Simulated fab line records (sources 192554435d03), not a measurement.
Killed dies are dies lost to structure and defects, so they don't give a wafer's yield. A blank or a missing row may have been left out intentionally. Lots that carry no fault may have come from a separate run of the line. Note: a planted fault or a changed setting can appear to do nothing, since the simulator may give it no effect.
fab line records -- flow n5-finfet
record: lots: 7, wafers: 39
route steps=1938 shown BEOL_M13@1673 PASSIVATION@1916
start-h: the number of hours between the record's first day and the start of the first shown wafer of the lot -- wait-h: how many hours have passed since the lot's step before this one -- " same as the row above -- L1.1+2: a single row standing in for several wafers -- - value missing, or start not given -- * or withheld: withheld -- < > ~ a bound
route shown NAME@n: NAME is a module with steps in the file, n the number in the route of the first one -- usual: the fault-free wafers' mean and standard deviation -- same: alike in all rows -- chamber/n: place in a boat -- sites: readings site by site -- _std_site: standard deviation of those values -- _edge_site: mean of outer sites minus mean of inner sites -- radius-mm: how far each site lies from the wafer's centre -- mask NAME#n: copy n -- behind: tool/chamber where the wafer was last shaped -- hold: cause of the lot's hold/its duration in hours/its outcome -- device: transistor that didn't switch, given as n, p or np -- end of line: the route-end tests of the same wafers -- a step given without rows: its recipe and nothing more -- killed: count of dies lost to structure and defects at first sort (not the wafer's yield) -- map: a wafer's dies, x killed, . not, _ none there
set.NAME: setting as actually run; set.NAME@STEP: the setting as run at that earlier step -- model.NAME: the simulator's own value behind a step, which no gauge read
lots whose settings were changed on purpose; a table a step, a row a wafer
== steps ==
step: N5_BEOL_M13_ETCH_59
recipe: chemistry: N2/H2, target: BARC, target-depth-a: 890, overetch-a: 267, time-s: 67.9, ion-energy-ev: 200, pressure-mtorr: 30, source-w: 840, bias-w: 150, n2-flow-sccm: 200, h2-flow-sccm: 200
lot.wafer,tool,chamber,start-h,wait-h,set.time-s,model.etch.depth-nm,model.coat_of_BEOL_M13_COAT_04.thk-nm
L074.1,rie-diel-06,1,274.44,0.0,67.9,88.88,317.8
L074.2,rie-diel-06,2,274.44,0.0,98.05,88.99,296
L074.3,rie-diel-06,3,274.44,0.0,98.05,89.25,296.8
L074.4,rie-diel-06,0,274.44,0.0,67.9,89.07,320
L074.5,rie-diel-06,2,274.44,0.0,67.9,89.13,322.2
L074.6,rie-diel-06,1,274.44,0.0,98.05,88.99,287
L076.1,rie-diel-06,1,290.86,0.0,67.9,88.75,311
L076.2,rie-diel-06,0,290.86,0.0,49.44,83.23,333.8
L076.3,rie-diel-06,2,290.86,0.0,49.44,82.82,333.8
L076.4,rie-diel-06,3,290.86,0.0,49.44,82.81,333.8
L076.5,rie-diel-06,3,290.86,0.0,67.9,88.88,317.2
L076.6,rie-diel-06,2,290.86,0.0,67.9,89.21,318
L081.1,rie-diel-01,2,309.97,0.0,78.68,88.9,307.6
L081.2,rie-diel-01,3,309.97,0.0,78.68,88.99,304.8
L081.3,rie-diel-01,1,309.97,0.0,67.9,89.09,316
L081.4,rie-diel-01,0,309.97,0.0,67.9,88.85,319.4
L081.5,rie-diel-01,2,309.97,0.0,67.9,88.91,319
L081.6,rie-diel-01,1,309.97,0.0,78.68,89,307
L086.1,rie-diel-06,2,333.36,0.0,81.71,89.17,307
L086.2,rie-diel-06,0,333.36,0.0,67.9,89.32,319.8
L086.3,rie-diel-06,1,333.36,0.0,67.9,89.49,314.6
L086.4,rie-diel-06,3,333.36,0.0,67.9,89.55,319
L086.5,rie-diel-06,2,333.36,0.0,81.71,89.51,306.8
L086.6,rie-diel-06,1,333.36,0.0,81.71,89.33,299.8
L087.1,rie-diel-06,2,357.54,0.0,46.75,78.13,338.6
L087.2,rie-diel-06,1,357.54,0.0,67.9,88.72,315.6
L087.3,rie-diel-06,3,357.54,0.0,67.9,88.7,321.4
L087.4,rie-diel-06,0,357.54,0.0,46.75,79.21,339.2
L087.5,rie-diel-06,0,357.54,0.0,67.9,88.84,319.4
L087.6,rie-diel-06,3,357.54,0.0,46.75,75.89,340.2
L089.1,rie-diel-01,1,375.11,0.0,67.9,88.84,315.6
L089.4,rie-diel-01,3,375.11,0.0,67.9,89.21,318
L089.6,rie-diel-01,1,375.11,0.0,67.9,89.3,316
L092.1,rie-diel-06,3,385.20,0.0,67.9,88.79,319.8
L092.2,rie-diel-06,0,385.20,0.0,40.78,67.68,343.2
L092.3,rie-diel-06,1,385.20,0.0,67.9,88.78,314.2
L092.4,rie-diel-06,2,385.20,0.0,40.78,67.66,344.4
L092.5,rie-diel-06,0,385.20,0.0,40.78,68.22,342.4
L092.6,rie-diel-06,3,385.20,0.0,67.9,88.76,320.6
step: N5_BEOL_M13_VIA_ETCH_16
recipe: chemistry: C4F8/O2/Ar, target: SiOC, pressure-mtorr: 30, source-w: 3000, bias-w: 700, Ar_flow_sccm: 400, C4F8_flow_sccm: 15, O2_flow_sccm: 8, he-inner-torr: 15, he-outer-torr: 30, target-depth-a: 9217, time-s: withheld, ion-energy-ev: 250, ends: cleared
lot.wafer,tool,chamber,start-h,wait-h,set.time-s@BEOL_M13_ETCH_59,model.coat_of_BEOL_M13_COAT_04.thk-nm
L074.1,rie-diel-06,1,274.49,0.0,*,77.2
L074.2,rie-diel-06,2,274.49,0.0,*,53.6
L074.3,rie-diel-06,3,274.49,0.0,*,52
L074.4,rie-diel-06,0,274.49,0.0,*,73.4
L074.5,rie-diel-06,2,274.49,0.0,*,76.6
L074.6,rie-diel-06,1,274.49,0.0,*,38.2
L076.1,rie-diel-06,1,290.91,0.0,*,66
L076.2,rie-diel-06,0,290.91,0.0,*,86.4
L076.3,rie-diel-06,2,290.91,0.0,*,87
L076.4,rie-diel-06,3,290.91,0.0,*,86.6
L076.5,rie-diel-06,3,290.91,0.0,*,66.8
L076.6,rie-diel-06,2,290.91,0.0,*,66.6
L081.1,rie-diel-01,2,310.02,0.0,*,61.2
L081.2,rie-diel-01,3,310.02,0.0,*,59.6
L081.3,rie-diel-01,1,310.02,0.0,*,70.4
L081.4+5,rie-diel-01,"0,2",310.02,0.0,*,70.8
L081.6,rie-diel-01,1,310.02,0.0,*,54.6
L086.1,rie-diel-06,2,333.42,0.0,*,61.8
L086.2,rie-diel-06,0,333.42,0.0,*,76
L086.3,rie-diel-06,1,333.42,0.0,*,71.4
L086.4,rie-diel-06,3,333.42,0.0,*,70.6
L086.5,rie-diel-06,2,333.42,0.0,*,58.2
L086.6,rie-diel-06,1,333.42,0.0,*,54.4
L087.1,rie-diel-06,2,357.59,0.0,*,92.4
L087.2,rie-diel-06,1,357.59,0.0,*,67.4
L087.3,rie-diel-06,3,357.59,0.0,*,73.6
L087.4,rie-diel-06,0,357.59,0.0,*,85
L087.5,rie-diel-06,0,357.59,0.0,*,68.8
L087.6,rie-diel-06,3,357.59,0.0,*,86.8
L089.1,rie-diel-01,1,375.17,0.0,*,74.8
L089.4,rie-diel-01,3,375.17,0.0,*,71.4
L089.6,rie-diel-01,1,375.17,0.0,*,72.4
L092.1,rie-diel-06,3,385.25,0.0,*,71.4
L092.2,rie-diel-06,0,385.25,0.0,*,97.8
L092.3,rie-diel-06,1,385.25,0.0,*,70.2
L092.4,rie-diel-06,2,385.25,0.0,*,95.2
L092.5,rie-diel-06,0,385.25,0.0,*,92
L092.6,rie-diel-06,3,385.25,0.0,*,73.4
step: N5_BEOL_M13_STRIP_63
recipe: chemistry: N2/H2, power-w: 1000, temp-c: 250, h2-frac: 0.65, overash-fraction: 0.3, pressure-mtorr: 1000, n2-flow-sccm: 1750, h2-flow-sccm: 3250
usual: strip-time-to-endpoint-s: 28.2/1.1
lot.wafer,tool,chamber,start-h,wait-h,set.time-s@BEOL_M13_ETCH_59,strip-time-to-endpoint-s
L074.1,plasma-asher-02,0,274.73,-,67.9,29.8
L074.2,plasma-asher-02,1,274.73,-,98.05,22.7
L074.3,plasma-asher-02,1,274.73,-,98.05,22.2
L074.4,plasma-asher-02,0,274.73,-,67.9,28.6
L074.5,plasma-asher-02,1,274.73,-,67.9,29.6
L074.6,plasma-asher-02,0,274.73,-,98.05,17.8
L076.1,plasma-asher-02,1,291.14,-,67.9,26.5
L076.2,plasma-asher-02,0,291.14,-,49.44,32.4
L076.3,plasma-asher-02,0,291.14,-,49.44,32.6
L076.4,plasma-asher-02,1,291.14,-,49.44,32.5
L076.5,plasma-asher-02,1,291.14,-,67.9,26.7
L076.6,plasma-asher-02,0,291.14,-,67.9,26.7
L081.1,plasma-asher-02,0,310.26,-,78.68,25.1
L081.2,plasma-asher-02,1,310.26,-,78.68,24.6
L081.3,plasma-asher-02,1,310.26,-,67.9,27.8
L081.4,plasma-asher-02,0,310.26,-,67.9,27.9
L081.5,plasma-asher-02,0,310.26,-,67.9,27.9
L081.6,plasma-asher-02,1,310.26,-,78.68,23.0
L086.1,plasma-asher-01,0,333.65,-,81.71,25.2
L086.2,plasma-asher-01,1,333.65,-,67.9,29.4
L086.3,plasma-asher-01,0,333.65,-,67.9,28.1
L086.4,plasma-asher-01,1,333.65,-,67.9,27.8
L086.5,plasma-asher-01,1,333.65,-,81.71,24.1
L086.6,plasma-asher-01,0,333.65,-,81.71,23.0
L087.1,plasma-asher-02,0,357.83,-,46.75,34.1
L087.2,plasma-asher-02,1,357.83,-,67.9,26.9
L087.3,plasma-asher-02,1,357.83,-,67.9,28.7
L087.4,plasma-asher-02,0,357.83,-,46.75,32.0
L087.5,plasma-asher-02,0,357.83,-,67.9,27.3
L087.6,plasma-asher-02,1,357.83,-,46.75,32.5
L089.1,plasma-asher-01,1,375.40,-,67.9,29.0
L089.4,plasma-asher-01,0,375.40,-,67.9,28.1
L089.6,plasma-asher-01,1,375.40,-,67.9,28.3
L092.1,plasma-asher-02,1,385.49,-,67.9,28.1
L092.2,plasma-asher-02,0,385.49,-,40.78,35.6
L092.3,plasma-asher-02,1,385.49,-,67.9,27.7
L092.4,plasma-asher-02,0,385.49,-,40.78,34.9
L092.5,plasma-asher-02,0,385.49,-,40.78,34.0
L092.6,plasma-asher-02,1,385.49,-,67.9,28.6
step: N5_BEOL_M13_STRIP_64
recipe: chemistry: N2/H2, power-w: 1000, temp-c: 250, h2-frac: 0.65, overash-fraction: 0.3, pressure-mtorr: withheld, n2-flow-sccm: 1750, h2-flow-sccm: 3250
step: N5_BEOL_M13_STRIP_71
recipe: chemistry: post-etch-residue-remover, time-s: 60, temp-c: 25, remover-ph: withheld, remover-water-wt-pct: withheld, remover-fluoride-wt-pct: withheld
step: N5_BEOL_M13_SRD_72
recipe: time-s: 30, temp-c: 23, rinse-liquid: diw, dry: n2-spin, spin-rpm: 1500, dry-time-s: 30
step: N5_BEOL_M13_CD_MEAS_17
recipe: target-cd-nm: 190, polarity: opening
usual: cd-nm: 191.7/1.6
lot.wafer,tool,chamber,start-h,wait-h,set.time-s@BEOL_M13_ETCH_59,cd-nm
L074.1,cd-sem-03,-,274.93,0.0,67.9,190.5
L074.2,cd-sem-03,-,274.93,0.0,98.05,195.2
L074.3,cd-sem-03,-,274.93,0.0,98.05,194.7
L074.4,cd-sem-03,-,274.93,0.0,67.9,189.2
L074.5,cd-sem-03,-,274.93,0.0,67.9,190.9
L074.6,cd-sem-03,-,274.93,0.0,98.05,196.5
L076.1,cd-sem-03,-,291.35,0.0,67.9,-
L076.2,cd-sem-03,-,291.35,0.0,49.44,186.6
L076.3,cd-sem-03,-,291.35,0.0,49.44,-
L076.4,cd-sem-03,-,291.35,0.0,49.44,183.5
L076.5,cd-sem-03,-,291.35,0.0,67.9,188.7
L076.6,cd-sem-03,-,291.35,0.0,67.9,-
L081.1,cd-sem-01,-,310.46,0.0,78.68,192.2
L081.2,cd-sem-01,-,310.46,0.0,78.68,193.3
L081.3,cd-sem-01,-,310.46,0.0,67.9,191.4
L081.4,cd-sem-01,-,310.46,0.0,67.9,190.0
L081.5,cd-sem-01,-,310.46,0.0,67.9,191.7
L081.6,cd-sem-01,-,310.46,0.0,78.68,193.1
L086.1,cd-sem-03,-,333.86,0.0,81.71,196.3
L086.2,cd-sem-03,-,333.86,0.0,67.9,194.2
L086.3,cd-sem-03,-,333.86,0.0,67.9,195.1
L086.4,cd-sem-03,-,333.86,0.0,67.9,192.1
L086.5,cd-sem-03,-,333.86,0.0,81.71,194.4
L086.6,cd-sem-03,-,333.86,0.0,81.71,197.9
L087.1,cd-sem-01,-,358.04,0.0,46.75,186.0
L087.2,cd-sem-01,-,358.04,0.0,67.9,191.8
L087.3,cd-sem-01,-,358.04,0.0,67.9,189.0
L087.4,cd-sem-01,-,358.04,0.0,46.75,186.5
L087.5,cd-sem-01,-,358.04,0.0,67.9,189.0
L087.6,cd-sem-01,-,358.04,0.0,46.75,185.6
L089.1,cd-sem-01,-,375.61,0.0,67.9,192.1
L089.4,cd-sem-01,-,375.61,0.0,67.9,192.7
L089.6,cd-sem-01,-,375.61,0.0,67.9,190.5
L092.1,cd-sem-03,-,385.70,0.0,67.9,192.0
L092.2,cd-sem-03,-,385.70,0.0,40.78,189.4
L092.3,cd-sem-03,-,385.70,0.0,67.9,194.5
L092.4,cd-sem-03,-,385.70,0.0,40.78,187.6
L092.5,cd-sem-03,-,385.70,0.0,40.78,189.5
L092.6,cd-sem-03,-,385.70,0.0,67.9,191.7
step: N5_PASSIVATION_PECVD_35
recipe: material: SiNx, target-thk-a: 7000, temp-c: 400, precursor: SiH4/NH3/N2, pressure-torr: 4.9, rf-w: 1406, time-s: 151.3
lot.wafer,tool,chamber,start-h,wait-h,set.time-s,model.SiNx_of_PASSIVATION_PECVD_35.thk-nm
L074.1,pecvd-01,1,313.16,0.1,240.5,1087
L074.2,pecvd-01,2,313.16,0.1,240.5,1097
L074.3,pecvd-01,0,313.16,0.1,151.3,685.8
L074.4,pecvd-01,1,313.16,0.1,151.3,687.4
L074.5,pecvd-01,0,313.16,0.1,240.5,1119
L074.6,pecvd-01,2,313.16,0.1,151.3,697.8
L076.1,pecvd-04,2,334.23,0.1,213,954.8
L076.2,pecvd-04,0,334.23,0.1,151.3,669.6
L076.3,pecvd-04,1,334.23,0.1,151.3,669.4
L076.4,pecvd-04,2,334.23,0.1,213,966.6
L076.5,pecvd-04,1,334.23,0.1,213,967
L076.6,pecvd-04,0,334.23,0.1,151.3,688.6
L081.1,pecvd-04,1,350.03,0.1,78.25,360
L081.2,pecvd-04,0,350.03,0.1,151.3,693.6
L081.3,pecvd-04,2,350.03,0.1,151.3,691.4
L081.4,pecvd-04,0,350.03,0.1,151.3,700
L081.5,pecvd-04,2,350.03,0.1,78.25,364.2
L081.6,pecvd-04,1,350.03,0.1,78.25,362.2
L086.1,pecvd-01,2,372.75,0.1,151.3,672.2
L086.2,pecvd-01,1,372.75,0.1,151.3,670.2
L086.3,pecvd-01,0,372.75,0.1,151.3,674.4
L086.4,pecvd-01,0,372.75,0.1,151.3,692.4
L086.5,pecvd-01,2,372.75,0.1,151.3,690
L086.6,pecvd-01,1,372.75,0.1,151.3,676.2
L087.1,pecvd-04,0,385.08,0.1,151.3,689
L087.2,pecvd-04,2,385.08,0.1,181.7,828.6
L087.3,pecvd-04,0,385.08,0.1,151.3,701.2
L087.4,pecvd-04,2,385.08,0.1,181.7,843.8
L087.5,pecvd-04,2,385.08,0.1,181.7,841.8
L087.6,pecvd-04,0,385.08,0.1,151.3,709.2
L089.1,pecvd-04,2,414.46,0.1,151.3,698.6
L089.4,pecvd-04,2,414.46,0.1,151.3,696
L089.6,pecvd-04,0,414.46,0.1,151.3,709
L092.1,pecvd-01,2,424.02,0.1,151.3,684.8
L092.2,pecvd-01,1,424.02,0.1,151.3,681
L092.3,pecvd-01,0,424.02,0.1,187.7,858.6
L092.4,pecvd-01,1,424.02,0.1,187.7,863.6
L092.5,pecvd-01,2,424.02,0.1,151.3,693.2
L092.6,pecvd-01,0,424.02,0.1,187.7,866.2
== key ==
split: step: N5_BEOL_M13_ETCH_59, setting: time-s, stated: 67.9, by: wafer
response: step: N5_BEOL_M13_ETCH_59, reading: model.etch.depth-nm, shape: bent, at-lowest: 67.86, at-stated: 89, at-highest: 89.08
response: step: N5_BEOL_M13_ETCH_59, reading: model.coat_of_BEOL_M13_COAT_04.thk-nm, change: -0.637, per: 1%, r: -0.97
response: step: N5_BEOL_M13_VIA_ETCH_16, reading: model.coat_of_BEOL_M13_COAT_04.thk-nm, change: -0.634, per: 1%, r: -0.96
response: step: N5_BEOL_M13_STRIP_63, reading: strip-time-to-endpoint-s, change: *, per: 1%, r: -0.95
response: step: N5_BEOL_M13_CD_MEAS_17, reading: cd-nm, change: +0.115, per: 1%, r: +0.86
split: step: N5_PASSIVATION_PECVD_35, setting: time-s, stated: 151.3, by: wafer
response: step: N5_PASSIVATION_PECVD_35, reading: model.SiNx_of_PASSIVATION_PECVD_35.thk-nm, change: +6.98, per: 1%, r: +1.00
